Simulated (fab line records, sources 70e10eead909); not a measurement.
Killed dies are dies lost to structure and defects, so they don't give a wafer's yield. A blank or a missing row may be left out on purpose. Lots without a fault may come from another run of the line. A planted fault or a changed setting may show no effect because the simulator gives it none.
fab line records | flow nand_harc
record lots=11 wafers=33 last_day=24
route steps=1159 shown A_STAIRCASE@594 END@1159
lots that met no fault: from a run of the same line without faults
start_h: hours from the record's first day to the start of the lot's first wafer shown | wait_h: hours since the lot's step before | " the same as in the row above | L1.1+2: a row that stands for several wafers | - no value, or no start given | * or withheld: withheld | < > ~ a bound
route shown NAME@n: a module of which the file shows steps, and the number in the route of the first | usual: mean/standard deviation of fault-free wafers | same: alike in all rows | chamber/n: place in a boat | sites: the reading at each site | _std_site: their standard deviation | _edge_site: outer sites' mean less inner sites' | radius_mm: how far each site lies from the wafer's centre | mask NAME#n: copy n | behind: the tool/chamber that last shaped the wafer | hold: why the lot was held/for how many hours/how that ended | device: the transistor (n, p or np) that didn't switch | end of line: the same wafers' tests at the end of the route | a step without rows: its recipe alone | killed: dies lost to structure and defects at the first sort, not the wafer's yield | map: a wafer's dies, x killed, . not, _ none there
set.NAME: the setting as run; set.NAME@STEP: as run at that earlier step | model.NAME: the simulator's own value behind a step, which no gauge read
steps of the route over a sample of lots; a table a step, a row a wafer
services: from which hour (start_h, from the record's first day; less than 0 if before it) a tool's chamber was out of use, for how many hours, and why
## steps
# step NHARC_A_STAIRCASE_TRIM_200
# recipe time_s=211.2 o2_flow_sccm=500 ar_flow_sccm=0 bias_w=0 chemistry=O2
# usual drypump_motor_current_A=5.6/0.48 oes_product_au=1.001/0.0077 rf_vpp_V=57.6/0.85 run_length_s=232.5/0.42 showerhead_plenum_p_Torr=3.50/0.15 throttle_valve_pct=17.036/0.0095
# columns lot.wafer tool chamber start_h wait_h drypump_motor_current_A oes_product_au rf_hours_counter_h rf_vpp_V run_length_s showerhead_plenum_p_Torr throttle_valve_pct
L561.4 rie_diel-04 3 - - 5.3 0.996 46 59.0 232.9 3.66 17.033
L561.2 " 1 " " 6.2 1.000 43 56.4 232.9 3.41 17.037
L561.6 " 3 " " 5.3 0.991 - 58.3 232.7 3.66 17.026
L562.1 rie_diel-04 1 - - 6.2 1.002 47 58.5 232.9 3.41 17.051
L562.3 " 2 " " 5.7 0.994 50 57.6 231.9 3.46 17.041
L562.6 " 3 " " 5.3 0.997 - 57.7 232.9 3.66 17.028
L566.3 rie_diel-12 3 - - 5.9 0.998 19 57.8 232.3 3.66 17.047
L566.1 " 1 " " 5.0 0.998 17 55.8 232.5 3.36 17.051
L566.2 " 2 " " 5.8 1.005 18 58.4 232.7 3.53 17.032
L568.4 rie_diel-11 1 - - 6.4 0.999 35 58.3 232.1 3.36 17.017
L568.5 " 2 " " 4.8 1.001 - 56.8 231.9 3.69 17.030
L568.6 " 3 " " 6.0 1.005 - 57.4 233.1 3.75 17.049
L567.1 rie_diel-12 0 - - 5.8 1.008 21 57.0 232.6 3.52 17.032
L567.6 " 3 " " 5.9 1.007 - 57.5 232.2 3.66 17.018
L567.5 " 0 " " 5.8 1.003 - 58.6 232.2 3.52 17.031
L570.3 rie_diel-11 0 - - 5.1 1.012 39 58.1 232.4 3.30 17.016
L570.4 " 1 " " 6.4 1.011 41 56.7 232.8 3.36 17.034
L570.2 " 2 " " 4.8 1.008 41 59.2 232.0 3.69 17.025
L572.3 rie_diel-12 1 - - 5.0 0.976 30 58.0 232.6 3.36 17.058
L572.1 " 2 " " 5.8 0.996 31 58.5 232.4 3.52 17.036
L572.5 " 0 " " 5.7 0.996 - 56.8 232.1 3.52 17.036
L581.3 rie_diel-12 2 - - 5.8 0.997 48 57.5 232.3 3.51 17.048
L581.1 " 3 " " 6.0 0.998 49 57.1 232.6 3.64 17.027
L581.5 " 0 " " 5.7 1.006 - 58.7 232.1 3.51 17.035
L578.4 rie_diel-11 0 - - 5.1 1.006 62 56.8 232.0 3.29 17.017
L578.5 " 3 " " 5.9 1.004 - 58.5 233.7 3.74 17.037
L578.6 " 0 " " 5.1 1.005 - 56.8 232.2 3.29 17.062
L584.3 rie_diel-04 1 - - 6.2 1.002 27 57.1 233.1 3.39 17.040
L584.2 " 3 " " 5.3 1.012 34 58.6 232.9 3.64 17.035
L584.6 " 2 " " 5.7 1.011 - 58.3 232.5 3.43 17.049
L582.3 rie_diel-04 1 - - 6.2 0.993 29 57.4 232.7 3.39 17.036
L582.2 " 0 " " 5.0 0.992 32 57.8 233.2 3.31 17.033
L582.4 " 1 " " 6.2 0.991 - 56.4 233.4 3.38 17.027
# step NHARC_A_STAIRCASE_TRIM_226
# recipe time_s=211.2 o2_flow_sccm=500 ar_flow_sccm=0 bias_w=0 chemistry=O2
# usual drypump_motor_current_A=5.6/0.51 oes_product_au=1.001/0.0082 rf_vpp_V=57.6/0.9 run_length_s=232.5/0.43 showerhead_plenum_p_Torr=3.48/0.16 throttle_valve_pct=17.036/0.0092
# columns lot.wafer tool chamber start_h wait_h drypump_motor_current_A oes_product_au rf_hours_counter_h rf_vpp_V run_length_s showerhead_plenum_p_Torr throttle_valve_pct
L561.4 rie_diel-04 0 246.50 - 5.0 1.018 20 56.2 232.7 3.33 17.049
L561.2 " 2 " " 5.7 0.993 49 56.9 232.3 3.46 17.030
L561.6 " 0 " " 5.0 0.992 - 57.0 232.8 3.33 17.045
L562.3 rie_diel-04 0 256.16 - 5.0 1.001 23 56.4 232.4 3.33 17.040
L562.1 " 1 " " 6.2 1.008 48 57.2 233.4 3.41 17.043
L562.6 " 3 " " 5.3 1.001 - 58.2 232.7 3.66 17.046
L566.3 rie_diel-04 2 276.83 - 5.7 0.995 60 57.7 232.1 3.45 17.035
L566.2 " 3 " " 5.3 1.000 57 58.2 232.7 3.66 17.028
L566.1 " 0 " " 5.0 1.001 31 58.5 232.3 3.32 17.029
L568.4 rie_diel-11 0 282.37 - 5.1 0.993 35 57.2 149.0 3.30 17.036
L568.5 " 3 " " 5.9 0.997 - 57.2 232.8 3.75 17.044
L568.6 " 0 " " 5.1 1.003 - 57.1 149.3 3.30 17.039
L567.1 rie_diel-11 2 282.58 - 4.8 1.006 35 58.4 231.6 3.69 17.036
L567.6 " 3 " " 5.9 0.991 - 59.2 232.8 3.75 17.027
L567.5 " 0 " " 5.1 0.997 - 57.0 149.5 3.30 17.050
L570.2 rie_diel-04 3 303.78 - 5.3 1.008 3 57.4 232.7 3.65 17.032
L570.3 " 0 " " 5.0 1.001 3 57.7 232.4 3.32 17.038
L570.4 " 0 " " 5.0 1.004 - 57.3 232.7 3.32 17.025
L572.1 rie_diel-04 1 315.31 - 6.2 0.997 2 58.1 232.8 3.40 17.029
L572.3 " 2 " " 5.7 1.002 7 57.3 232.1 3.45 17.019
L572.5 " 1 " " 6.2 1.001 - 57.9 233.4 3.40 17.038
L578.4 rie_diel-04 2 356.03 - 5.7 0.998 22 57.0 232.5 3.44 17.026
L578.6 " 1 " " 6.2 0.995 - 58.9 232.9 3.39 17.035
L578.5 " 2 " " 5.7 0.994 - 57.4 231.9 3.44 17.033
L581.1 rie_diel-12 2 356.39 - 5.8 0.999 49 57.3 232.5 3.51 17.039
L581.3 " 3 " " 5.9 0.991 50 57.1 232.1 3.64 17.010
L581.5 " 3 " " 6.0 0.988 - 60.3 232.5 3.64 17.016
L584.2 rie_diel-04 2 383.95 - 5.7 1.000 34 56.4 232.4 3.43 17.036
L584.3 " 1 " " 6.2 1.013 28 57.9 233.3 3.39 17.028
L584.6 " 0 " " 5.0 1.016 - 56.5 232.5 3.31 17.028
L582.4 rie_diel-11 3 388.47 - 6.0 1.005 3 59.7 232.9 3.73 17.036
L582.3 " 0 " " 5.1 0.987 5 57.7 232.0 3.81 17.031
L582.2 " 2 " " 4.8 1.006 5 56.9 231.8 3.67 17.046
# step NHARC_A_STAIRCASE_ETCH_232
# recipe target_depth_a=1000 time_s=40.5 ion_energy_ev=400 c4f8_flow_sccm=20 o2_flow_sccm=10 ar_flow_sccm=withheld rf_w=600 bias_w=1000 chemistry=C4F8/O2
# usual oes_product_au=0.945/0.01 rf_vpp_V=895/5.4
# columns lot.wafer tool chamber start_h wait_h oes_product_au rf_hours_counter_h rf_vpp_V
L561.4 rie_diel-04 1 - - 0.940 45 892
L561.2 " 0 " " 0.940 21 888
L561.6 " 1 " " 0.946 - 894
L562.1 rie_diel-04 2 - - 0.941 52 893
L562.3 " 3 " " 0.935 51 900
L562.6 " 3 " " 0.945 - 901
L566.2 rie_diel-04 3 - - 0.954 58 901
L566.3 " 0 " " 0.944 32 890
L566.1 " 1 " " 0.945 58 892
L568.4 rie_diel-04 0 - - 0.962 35 889
L568.5 " 2 " " 0.936 - 894
L568.6 " 3 " " 0.962 - 902
L567.1 rie_diel-11 2 - - 0.949 36 902
L567.5 " 2 " " 0.951 - 902
L567.6 " 3 " " 0.951 - 903
L570.3 rie_diel-04 2 - - 0.928 4 892
L570.2 " 3 " " 0.940 4 900
L570.4 " 2 " " 0.931 - 892
L572.3 rie_diel-12 2 - - 0.940 32 895
L572.1 " 3 " " 0.923 35 900
L572.5 " 1 " " 0.934 - 892
L578.4 rie_diel-04 0 - - 0.954 23 889
L578.5 " 1 " " 0.947 - 891
L578.6 " 2 " " 0.945 - 893
L581.1 rie_diel-12 0 - - 0.930 51 896
L581.3 " 1 " " 0.922 50 889
L581.5 " 0 " " 0.929 - 895
L584.3 rie_diel-11 2 - - 0.950 3 903
L584.2 " 3 " " 0.953 2 903
L584.6 " 3 " " 0.948 - 907
L582.2 rie_diel-12 0 - - 0.951 0 895
L582.4 " 1 " " 0.941 0 889
L582.3 " 3 " " 0.959 0 900
# step NHARC_A_STAIRCASE_TRIM_233
# recipe time_s=211.2 o2_flow_sccm=500 ar_flow_sccm=0 bias_w=0 chemistry=O2
# usual drypump_motor_current_A=5.6/0.48 oes_product_au=1.001/0.0068 rf_vpp_V=57.7/0.91 run_length_s=232.6/0.41 showerhead_plenum_p_Torr=3.49/0.15 throttle_valve_pct=17.037/0.0096
# columns lot.wafer tool chamber start_h wait_h drypump_motor_current_A oes_product_au rf_hours_counter_h rf_vpp_V run_length_s showerhead_plenum_p_Torr throttle_valve_pct
L561.4 rie_diel-04 1 - - 6.1 1.013 45 58.1 232.7 3.41 17.031
L561.2 " 2 " " 5.7 1.001 49 57.8 231.9 3.46 17.041
L561.6 " 1 " " 6.2 1.009 - 57.8 232.9 3.41 17.046
L562.1 rie_diel-04 1 - - 6.2 1.008 48 58.5 232.8 3.41 17.044
L562.3 " 0 " " 5.0 1.008 24 57.1 233.1 3.33 17.037
L562.6 " 1 " " 6.1 1.000 - 58.8 233.3 3.41 17.030
L566.1 rie_diel-04 2 - - 5.7 0.999 60 57.7 231.9 3.45 17.041
L566.3 " 3 " " 5.3 0.993 58 57.1 233.2 3.66 17.031
L566.2 " 0 " " 5.0 0.997 32 57.2 232.5 3.32 17.037
L568.4 rie_diel-04 1 - - 6.2 1.005 61 57.7 232.8 3.40 17.041
L568.5 " 3 " " 5.3 1.004 - 57.1 233.0 3.66 17.030
L568.6 " 0 " " 5.0 0.999 - 56.8 232.5 3.32 17.047
L567.1 rie_diel-11 3 - - 6.0 1.014 37 57.5 233.0 3.75 17.047
L567.6 " 2 " " 4.8 1.008 - 58.4 232.4 3.69 17.043
L567.5 " 3 " " 6.0 1.012 - 57.8 233.1 3.75 17.034
L570.3 rie_diel-04 0 - - 5.1 1.015 4 57.5 232.8 3.32 17.033
L570.2 " 2 " " 5.7 0.995 4 57.0 232.1 3.45 17.031
L570.4 " 0 " " 5.0 1.001 - 58.4 232.9 3.32 17.035
L572.1 rie_diel-12 3 - - 6.0 1.001 35 57.0 232.3 3.65 17.055
L572.3 " 0 " " 5.7 1.001 34 57.8 232.0 3.52 17.029
L572.5 " 2 " " 5.9 0.993 - 58.0 232.0 3.52 17.059
L578.4 rie_diel-04 2 - - 5.7 0.998 23 58.2 231.9 3.44 17.033
L578.5 " 0 " " 5.0 0.994 - 57.4 232.5 3.31 17.048
L578.6 " 1 " " 6.2 1.001 - 54.3 232.7 3.39 17.041
L581.3 rie_diel-12 3 - - 6.0 0.994 50 56.4 232.4 3.64 17.031
L581.1 " 1 " " 5.0 1.008 50 58.4 233.0 3.35 17.043
L581.5 " 3 " " 6.0 0.988 - 57.8 232.5 3.64 17.023
L584.3 rie_diel-11 0 - - 5.1 0.995 3 59.6 232.2 3.81 17.030
L584.2 " 2 " " 4.8 0.991 4 59.2 232.5 3.67 17.047
L584.6 " 1 " " 6.4 0.999 - 57.1 232.6 3.34 17.025
L582.3 rie_diel-12 1 - - 5.0 0.992 0 56.4 232.6 3.34 17.037
L582.4 " 2 " " 5.8 1.010 0 57.4 232.3 3.51 17.024
L582.2 " 3 " " 6.0 1.013 0 57.4 232.8 3.64 17.050
# step NHARC_END_SORT_01
# recipe temp_c=25
# usual killed_at_array=29/11 killed_at_other=0.6/0.92 killed_at_periphery=3.2/2 killed_dies=33/11 killed_open=3.2/2 killed_short=1.9/1.5
# same gross_dies=677
# columns lot.wafer tool chamber start_h wait_h killed_at_array killed_at_other killed_at_periphery killed_dies killed_open killed_short
L567.1 prober-01 0 484.80 2.5 31 1 5 37 1 2
L567.5 prober-01 0 488.00 3.7 667 1 5 673 0 1
L567.6 prober-01 0 488.79 4.0 30 3 4 37 3 4
L568.4 prober-02 0 487.30 3.5 672 2 1 675 0 3
L568.5 prober-02 0 488.11 3.8 12 6 4 22 4 2
L568.6 prober-02 0 488.92 4.1 673 0 3 676 8 3
# killed by level:class
L567.1 A_CHANNEL_HOLE_D1:chamber_film_flake=18 A_SLIT:chamber_film_flake=7 P_STI:chamber_film_flake=3 A_SGD_CUT:chamber_film_flake=2 A_CONTACT:chamber_film_flake=2 P_ZERO_WELL:geometric_particle:open=1 P_CONTACT:geometric_particle:short=1 A_BLC:geometric_particle:short=1
L568.4 A_STAIRCASE:area_trim=660 A_STAIRCASE:chamber_film_flake=4 A_ZERO_WELL:chamber_film_flake=2 A_CHANNEL_HOLE_D1:chamber_film_flake=2 THIN_TSV:chamber_film_flake=2 A_SOURCE_PLATE:geometric_particle:short=1 A_CHANNEL_FILL_D1:geometric_particle:short=1 A_WL_FILL:geometric_particle:short=1
L567.5 A_STAIRCASE:area_trim=629 A_CHANNEL_HOLE_D1:chamber_film_flake=18 A_SLIT:chamber_film_flake=10 P_STI:chamber_film_flake=4 A_STAIRCASE:chamber_film_flake=4 A_CHANNEL_FILL_D1:chamber_film_flake=3 A_SGD_CUT:chamber_film_flake=2 P_GATE:geometric_particle:short=1
L568.5 THIN_TSV:chamber_film_flake=5 A_STAIRCASE:chamber_film_flake=4 A_WL_FILL:chamber_film_flake=2 P_M1:geometric_particle:open=1 A_CHANNEL_FILL_D1:geometric_particle:open=1 A_WL_FILL:geometric_particle:open=1 A_CONTACT:geometric_particle:open=1 A_BLC:geometric_particle:short=1
L567.6 A_SLIT:chamber_film_flake=12 A_CHANNEL_HOLE_D1:chamber_film_flake=10 A_CONTACT:chamber_film_flake=3 THIN_TSV:chamber_film_flake=3 A_CONTACT:geometric_particle:open=2 P_STI:chamber_film_flake=2 P_CONTACT:geometric_particle:short=1 P_M0:geometric_particle:short=1
L568.6 A_STAIRCASE:area_trim=656 A_M0:geometric_particle:open=3 A_ONON_D1:geometric_particle:open=2 A_CHANNEL_HOLE_D1:chamber_film_flake=2 A_WL_FILL:chamber_film_flake=2 A_CONTACT:chamber_film_flake=2 P_GATE:geometric_particle:short=1 P_M0:geometric_particle:open=1
## services
# columns tool chamber start_h hours kind
rie_diel-04 0 219.13 - clean
rie_diel-04 1 219.13 - clean
rie_diel-04 2 219.13 - clean
rie_diel-04 3 219.13 - clean
rie_diel-04 - 222.71 1.2 repair
rie_diel-04 0 243.71 - clean
rie_diel-04 1 243.71 - clean
rie_diel-04 2 243.71 - clean
rie_diel-04 3 243.71 - clean
rie_diel-04 0 268.25 - clean
rie_diel-04 1 268.25 - clean
rie_diel-04 2 268.25 - clean
rie_diel-04 3 268.25 - clean
rie_diel-04 - 288.90 9.0 pm
rie_diel-04 0 288.90 9.0 vent_cycle
rie_diel-04 1 288.90 18.3 vent_cycle
rie_diel-04 2 288.90 9.0 vent_cycle
rie_diel-04 3 288.90 9.0 vent_cycle
rie_diel-04 0 297.90 - clean
rie_diel-04 2 362.65 7.9 repair
rie_diel-11 2 363.14 3.9 repair
rie_diel-11 - 366.82 9.0 pm
rie_diel-12 - 379.69 9.0 pm
rie_diel-04 3 381.53 3.7 repair
## key
first_sign step=NHARC_A_STAIRCASE_TRIM_226 reading=run_length_s direction=down sigmas=99+ usual=* struck=*
effect step=NHARC_END_SORT_01 reading=killed_at_array direction=up sigmas=60 usual=29 struck=671
more_kills_born_at NHARC_A_STAIRCASE_TRIM_226@rie_diel-11=1945
met_at NHARC_A_STAIRCASE_TRIM_226
struck_lots L567,L568
struck_wafers L567.5,L568.4,L568.6
later_rows_left_out L567.5,L568.4,L568.6
tester_left_out L567,L568
not_acting_at NHARC_A_STAIRCASE_TRIM_200,NHARC_A_STAIRCASE_ETCH_232,NHARC_A_STAIRCASE_TRIM_233
fault kind=process_parameter_drift tool=rie_diel-11 chamber=0 onset_h=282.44 steps=NHARC_A_STAIRCASE_TRIM_226 channel=time_s offset=* shape=step end_h=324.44 acts_in=* stated=*
# tester_left_out: of these lots the tester's yield and bins aren't shown, on N5 and GAA mostly nor the transistor test; their killed dies are dies lost to structure and defects alone, not to doping, threshold or leakage, so they don't give the yield
# later_rows_left_out: the simulator's readings of these wafers behind a module that went badly wrong aren't trusted and aren't shown, but for the sort
